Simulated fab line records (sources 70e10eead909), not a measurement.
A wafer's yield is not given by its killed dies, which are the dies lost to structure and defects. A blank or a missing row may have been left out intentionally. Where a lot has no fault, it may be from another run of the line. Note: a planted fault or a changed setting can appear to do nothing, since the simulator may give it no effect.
Tool commonality check -- flow nand_harc -- 1 lot, 3 wafers sampled

== THE REASON FOR OPENING IT ==
At NHARC_END_SORT_01 the reading killed_at_periphery is flagged on 1 of 1 lot. Fault-free wafers read 3.6, with a standard deviation of 2.4.
Rule: flag the lot when none of its wafers has a number, or when each of its wafers that has one lies beyond 4 standard deviations from that mean. As for the other lots, they are considered sound.

lot,measured,on,"killed_at_periphery, wafer by wafer",flag
L151,day 22 05:56,prober-01,637 650 643,FLAGGED
On average the flagged lots read 643.3, which is +639.7 against the usual, or +99 or more standard deviations.

== EACH LOT AND THE TOOL IT RAN ON ==
The record holds 3 process steps before the reading, out of a route of 1159 steps. In each cell: the tool, then ch and the chambers that the sampled wafers went through, then the start.
lot,flag,NHARC_P_STI_ETCH_31,NHARC_P_GATE_EXPOSE_56,NHARC_P_GATE_DESCUM_93
L151,FLAGGED,"rie_diel-10 ch 1,2, day 8 11:10 or earlier","krf_scanner-03 ch 0, day 8 11:10","rie_diel-08 ch 1,2,3, day 8 13:15"
What the steps here do:
- NHARC_P_STI_ETCH_31: etches the open film in CF4/CHF3, target depth 108.9 nm, time 54.5 s.
- NHARC_P_GATE_EXPOSE_56: exposes mask P PSD, target cd 720 nm.
- NHARC_P_GATE_DESCUM_93: chemistry O2, time 3 s.
- NHARC_END_SORT_01

== FLAGGED AGAINST TOTAL, ONE TOOL AT A TIME (gauges that did the reading follow at the end) ==
step,tool,lots run,flagged,share of the flagged lots,sound lots run after its first flagged lot
NHARC_P_STI_ETCH_31,rie_diel-10,1,1,all,0
NHARC_P_GATE_EXPOSE_56,krf_scanner-03,1,1,all,0
NHARC_P_GATE_DESCUM_93,rie_diel-08,1,1,all,0
NHARC_END_SORT_01,prober-01,1,1,all,0
With no start given for some of its lots, NHARC_P_STI_ETCH_31 uses the hours and lot order of NHARC_P_GATE_EXPOSE_56.

== WHAT THE TABLE PERMITS ==
4 rows of the table ran every flagged lot: rie_diel-10 at NHARC_P_STI_ETCH_31, krf_scanner-03 at NHARC_P_GATE_EXPOSE_56, rie_diel-08 at NHARC_P_GATE_DESCUM_93, prober-01 at NHARC_END_SORT_01.
- rie_diel-10 at NHARC_P_STI_ETCH_31: 1 of its 1 lot flagged. With no sound lot run before its first flagged lot in this sample, there is nothing to narrow down the start.
- krf_scanner-03 at NHARC_P_GATE_EXPOSE_56: 1 of its 1 lot flagged. With no sound lot run before its first flagged lot in this sample, there is nothing to narrow down the start.
- rie_diel-08 at NHARC_P_GATE_DESCUM_93: 1 of its 1 lot flagged. With no sound lot run before its first flagged lot in this sample, there is nothing to narrow down the start.
- prober-01 at NHARC_END_SORT_01: 1 of its 1 lot flagged. With no sound lot run before its first flagged lot in this sample, there is nothing to narrow down the start.
Because each of these 4 tools fits a fault that began at some hour, counting lots does not separate them. More lots, or a look at what each step does to the wafer, might.

== WHAT THE SIMULATOR HAD PUT IN ==
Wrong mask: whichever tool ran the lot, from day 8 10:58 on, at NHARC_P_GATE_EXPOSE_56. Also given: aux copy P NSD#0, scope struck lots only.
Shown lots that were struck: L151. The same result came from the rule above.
